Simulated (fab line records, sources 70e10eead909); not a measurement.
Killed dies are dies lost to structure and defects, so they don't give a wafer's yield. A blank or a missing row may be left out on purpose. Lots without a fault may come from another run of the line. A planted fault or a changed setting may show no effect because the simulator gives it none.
Chamber matching | flow nand_harc | NHARC_P_BONDPAD_ACTIVATE_29 on rie_diel-05: 4 sister chambers
The step chemistry N2, time 60 s. 4 wafers are shown with their chamber, then 7 later ones without.

WAFERS WITH THEIR CHAMBER
wafer  | chamber | showerhead_plenum_p_Torr (Torr)
L515.3 | 2       | 1.90
L518.1 | 1       | 1.90
L520.2 | 0       | 1.78
L520.3 | 3       | 1.87

WAFERS WITHOUT THEIR CHAMBER
wafer  | showerhead_plenum_p_Torr (Torr)
L520.6 | 1.87
L525.2 | 1.90
L525.4 | 1.78
L525.6 | 1.89
L526.1 | 1.87
L526.3 | 1.78
L526.5 | 1.78

WHICH CHAMBER EACH WENT THROUGH
wafer  | from the rows above     | in truth
L520.6 | 3                       | 3
L525.2 | can't be placed: 1 or 2 | 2
L525.4 | 0                       | 0
L525.6 | can't be placed: 1 or 2 | 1
L526.1 | 3                       | 3
L526.3 | 0                       | 0
L526.5 | 0                       | 0
Placed correctly: 5 of 7. Can't be placed from these rows: 2 (the true chamber is among the candidates in 2). Placed wrongly: 0.
How it was worked out, from the rows above alone: a wafer's distance from a chamber is the root of the sum, over the readings, of the square of ((its reading less the chamber's mean) divided by the reading's scatter). The wafer belongs to the nearest chamber; if the next one is less than 2 further off, it can't be placed. A chamber's mean is the mean of its shown wafers. The scatter: with one shown wafer a chamber, the root of the mean of the squares of how far each hidden wafer lies from its nearest shown one.
